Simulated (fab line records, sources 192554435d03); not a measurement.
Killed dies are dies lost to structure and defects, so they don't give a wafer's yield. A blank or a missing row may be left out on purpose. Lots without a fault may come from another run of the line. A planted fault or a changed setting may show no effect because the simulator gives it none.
Chamber matching | flow n5_finfet | N5_FIN_SAQP_HM_OPEN_73 on rie_diel-02: 4 sister chambers
The step chemistry CHF3/O2, target SiO2, stops on a-Si, target depth 12 nm, time 16.8 s. 16 wafers are shown with their chamber, then 7 later ones without.

WAFERS WITH THEIR CHAMBER
wafer  | chamber | drypump_motor_current_A (A) | throttle_valve_pct (%) | showerhead_plenum_p_Torr (Torr)
L075.1 | 0       | 6.1                         | 18.56                  | 2.30
L075.4 | 3       | 6.4                         | 18.44                  | 2.32
L075.5 | 3       | 6.4                         | 18.44                  | 2.32
L077.3 | 0       | 6.1                         | 18.57                  | 2.30
L077.4 | 2       | 5.2                         | 18.84                  | 2.41
L077.5 | 0       | 6.1                         | 18.57                  | 2.30
L079.3 | 3       | 6.3                         | 18.44                  | 2.31
L079.4 | 1       | 5.5                         | 19.05                  | 2.39
L079.6 | 1       | 5.5                         | 19.05                  | 2.39
L082.1 | 2       | 5.2                         | 18.86                  | 2.40
L082.4 | 1       | 5.5                         | 19.05                  | 2.39
L082.6 | 0       | 6.1                         | 18.59                  | 2.30
L087.3 | 2       | 5.2                         | 18.89                  | 2.40
L087.4 | 0       | 6.1                         | 18.63                  | 2.29
L087.5 | 2       | 5.2                         | 18.89                  | 2.40
L089.1 | 1       | 5.5                         | 19.09                  | 2.39

SIGNATURES (means of the wafers above)
reading                  | chamber 0 | chamber 1 | chamber 2 | chamber 3 | scatter within a chamber
drypump_motor_current_A  | 6.100     | 5.500     | 5.200     | 6.367     | 0.0236
throttle_valve_pct       | 18.5840   | 19.0600   | 18.8700   | 18.4400   | 0.0226
showerhead_plenum_p_Torr | 2.2980    | 2.3900    | 2.4025    | 2.3167    | 0.0043
Rule: a wafer's distance from a chamber is the root of the sum, over the readings, of the square of ((its reading less the chamber's mean) divided by the reading's scatter). The wafer belongs to the nearest chamber; if the next one is less than 2 further off, it can't be placed. The scatter: the root of (the sum of the squares of (reading less its chamber's mean) over the shown wafers, divided by (wafers less chambers)).

WAFERS WITHOUT THEIR CHAMBER
wafer  | drypump_motor_current_A (A) | throttle_valve_pct (%) | showerhead_plenum_p_Torr (Torr)
L089.3 | 6.4                         | 18.49                  | 2.31
L089.4 | 5.2                         | 18.89                  | 2.40
L092.1 | 5.5                         | 19.12                  | 2.38
L092.3 | 6.3                         | 18.50                  | 2.30
L092.6 | 6.4                         | 18.50                  | 2.30
L096.1 | 6.4                         | 18.50                  | 2.30
L096.4 | 5.5                         | 19.12                  | 2.38

WHICH CHAMBER EACH WENT THROUGH
wafer  | from the rows above | in truth
L089.3 | 3                   | 3
L089.4 | 2                   | 2
L092.1 | 1                   | 1
L092.3 | 3                   | 3
L092.6 | 3                   | 3
L096.1 | 3                   | 3
L096.4 | 1                   | 1
Placed correctly: 7 of 7. Can't be placed from these rows: 0. Placed wrongly: 0.
